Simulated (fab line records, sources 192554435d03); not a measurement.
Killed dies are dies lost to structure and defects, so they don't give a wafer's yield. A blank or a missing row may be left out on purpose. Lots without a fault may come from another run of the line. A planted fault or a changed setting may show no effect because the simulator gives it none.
One fault seen from 2 desks | flow n5_finfet | each desk has only its own numbers; what lay behind them comes last

THE TOOL OWNER'S DESK: cmp-02
The tool's own readings at N5_HKMG_FIN_CMP_23 (polishes, stops on SiNx, t overpolish 10 s, target thk 46.326 nm): means of the sampled wafers that have a number, for each lot that ran on this tool. A lot is out of limits, marked OUT, if its mean lies more than 4 standard deviations from the usual mean; the brackets give that distance.
Columns: A = edge_zone_pressure_frac at N5_HKMG_FIN_CMP_23, usual 1.000; B = motor_current_A at N5_HKMG_FIN_CMP_23, usual 12.2 A; C = overpolish_run_s at N5_HKMG_FIN_CMP_23, usual 9.999 s; D = platen_rpm at N5_HKMG_FIN_CMP_23, usual 50.29 rpm; E = slurry_filter_dp_kPa at N5_HKMG_FIN_CMP_23, usual 13.49 kPa; F = time_to_endpoint_s at N5_HKMG_FIN_CMP_23, usual 11.8 s
lot  | first seen here | A     | B    | C      | D               | E     | F
L753 | day 6 04:26     | 0.997 | 11.7 | 9.996  | 50.28           | 13.48 | 11.5
L755 | day 6 19:50     | 1.008 | 11.5 | 9.990  | 50.28           | 13.39 | 12.5
L757 | day 7 06:49     | 1.000 | 11.7 | 9.987  | 50.25           | 13.67 | 12.5
L759 | day 7 21:29     | 1.002 | 11.7 | 9.997  | 50.95 (+17) OUT | 13.42 | 11.1
L762 | day 8 21:56     | 1.000 | 11.4 | 10.000 | 50.97 (+17) OUT | 13.56 | 12.2
This desk's finding: out of limits on L759, L762; first on L759, day 7 21:29 (platen_rpm at N5_HKMG_FIN_CMP_23). In limits: L753, L755, L757.

THE METROLOGY DESK
What the gauges read, lot by lot, whatever tool the lot ran on: means of the sampled wafers that have a number. A lot is out of limits, marked OUT, if its mean lies more than 4 standard deviations from the usual mean; the brackets give that distance. Of its 10 readings 7 are shown: those that lie furthest out on some lot.
Columns: A = DIBL_N at N5_BEOL_M4_RC_MEAS_101, usual 36.3 mV/V; B = DIBL_P at N5_BEOL_M4_RC_MEAS_101, usual 36.5 mV/V; C = IOFF_N at N5_BEOL_M4_RC_MEAS_101, usual 0.163 nA/um; D = ION_N at N5_BEOL_M4_RC_MEAS_101, usual 676 uA/um; E = SS_N at N5_BEOL_M4_RC_MEAS_101, usual 71.5 mV/dec; F = SS_P at N5_BEOL_M4_RC_MEAS_101, usual 73.3 mV/dec; G = VT_N at N5_BEOL_M4_RC_MEAS_101, usual 249.3 mV
lot  | first seen here | A    | B    | C     | D   | E    | F    | G
L750 | day 9 16:22     | 36.5 | 37.5 | 0.174 | 686 | 71.4 | 74.3 | 246.8
L751 | day 9 23:01     | 36.4 | 37.0 | 0.164 | 678 | 71.2 | 73.4 | 248.7
L753 | day 10 19:06    | 34.2 | 35.3 | 0.135 | 675 | 71.3 | 72.5 | 250.5
L755 | day 11 14:23    | 35.7 | 36.1 | 0.161 | 673 | 71.1 | 73.5 | 250.3
L757 | day 11 20:50    | 36.0 | 34.4 | 0.139 | 662 | 71.5 | 73.0 | 252.2
L759 | day 12 06:45    | 36.9 | 36.7 | 0.183 | 679 | 72.2 | 73.1 | 246.7
L762 | day 12 23:14    | 39.6 | 39.3 | 0.212 | 681 | 72.0 | 74.1 | 245.6
L764 | day 13 19:29    | 34.2 | 34.0 | 0.125 | 668 | 71.2 | 72.6 | 255.6
L768 | day 14 08:29    | 37.1 | 36.8 | 0.185 | 683 | 71.8 | 73.8 | 245.9
This desk's finding: nothing out of limits on any of the 9 lots.

PUT TOGETHER
The tool owner's desk could have raised an alarm at day 7 21:29, on L759, L762.
The metrology desk saw nothing out of limits.
The metrology desk has L759, L762 on record, within its limits.
Of the lots named, all ran N5_HKMG_FIN_CMP_23 on cmp-02.

WHAT THE SIMULATOR HAD PUT IN
Process parameter drift: cmp-02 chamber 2, from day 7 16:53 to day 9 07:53, at N5_HKMG_FIN_CMP_23. Setting platen_rpm, moved by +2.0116, from 50.289. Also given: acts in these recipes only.
Lots struck among those shown: L759, L762.
Hours from the fault's start to each desk's first reading out of limits: the tool owner's desk, 5.
